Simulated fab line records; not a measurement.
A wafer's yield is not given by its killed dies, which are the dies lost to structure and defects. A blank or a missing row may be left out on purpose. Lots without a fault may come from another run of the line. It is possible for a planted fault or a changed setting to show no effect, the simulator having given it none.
Chamber matching :: flow n5Finfet :: uvCure-01 running N5_BEOL_M6_CURE_74: 3 sister chambers
The step cures SiCOH lowk, time 240 s. 6 wafers are shown with their chamber, then 12 later ones without.

EACH WAFER AND ITS CHAMBER
wafer: L087.4
chamber: 0
wafer_temp_C_max: 387.2
lampPowerPct (%): 52.27

wafer: L087.6
chamber: 0
wafer_temp_C_max: 386.5
lampPowerPct (%): 52.36

wafer: L086.4
chamber: 2
wafer_temp_C_max: 388.3
lampPowerPct (%): 52.33

wafer: L086.6
chamber: 2
wafer_temp_C_max: 388.5
lampPowerPct (%): 52.18

wafer: L089.4
chamber: 1
wafer_temp_C_max: 386.3
lampPowerPct (%): 52.27

wafer: L089.6
chamber: 1
wafer_temp_C_max: 386.4
lampPowerPct (%): 52.31

WAFERS WITH NO CHAMBER GIVEN
wafer: L090.1
wafer_temp_C_max: 386.6
lampPowerPct (%): 52.36

wafer: L090.5
wafer_temp_C_max: 386.9
lampPowerPct (%): 52.31

wafer: L090.6
wafer_temp_C_max: 386.6
lampPowerPct (%): 52.28

wafer: L090.2
wafer_temp_C_max: 387.1
lampPowerPct (%): 52.25

wafer: L090.3
wafer_temp_C_max: 386.3
lampPowerPct (%): 52.31

wafer: L090.4
wafer_temp_C_max: 386.6
lampPowerPct (%): 52.27

wafer: L093.3
wafer_temp_C_max: 386.4
lampPowerPct (%): 52.23

wafer: L093.4
wafer_temp_C_max: 386.6
lampPowerPct (%): 52.36

wafer: L093.5
wafer_temp_C_max: 386.5
lampPowerPct (%): 52.27

wafer: L097.1
wafer_temp_C_max: 387.0
lampPowerPct (%): 52.35

wafer: L097.4
wafer_temp_C_max: 386.2
lampPowerPct (%): 52.32

wafer: L097.5
wafer_temp_C_max: 387.0
lampPowerPct (%): 52.37

CHAMBER TAKEN BY EACH
wafer: L090.1
from the rows above: can't be placed: 0 or 1
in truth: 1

wafer: L090.5
from the rows above: can't be placed: 0 or 1
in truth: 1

wafer: L090.6
from the rows above: can't be placed: 1 or 0
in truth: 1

wafer: L090.2
from the rows above: can't be placed: 0 or 1
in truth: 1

wafer: L090.3
from the rows above: can't be placed: 1 or 0
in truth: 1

wafer: L090.4
from the rows above: can't be placed: 1 or 0
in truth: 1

wafer: L093.3
from the rows above: can't be placed: 1 or 0
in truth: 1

wafer: L093.4
from the rows above: can't be placed: 0 or 1
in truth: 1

wafer: L093.5
from the rows above: can't be placed: 1 or 0
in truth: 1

wafer: L097.1
from the rows above: can't be placed: 0 or 1
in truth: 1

wafer: L097.4
from the rows above: can't be placed: 1 or 0
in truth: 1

wafer: L097.5
from the rows above: can't be placed: 0 or 1
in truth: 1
Correctly placed: 0 of 12. Can't be placed from these rows: 12 (the true chamber is among the candidates in 12). Wrongly placed: 0.
How it was worked out, from the rows above alone: a wafer's distance from a chamber is the root of the sum, over the readings, of the square of ((its reading less the chamber's mean) divided by the reading's scatter). If the next closest chamber is less than 2 further off than the closest, the wafer can't be placed; otherwise it belongs to the closest. For every chamber, the mean is computed from those of its wafers that are shown. How the scatter is found: for the shown wafers, subtract from each reading the mean of its chamber, square and add these, divide the total by (wafers less chambers), then take the root.
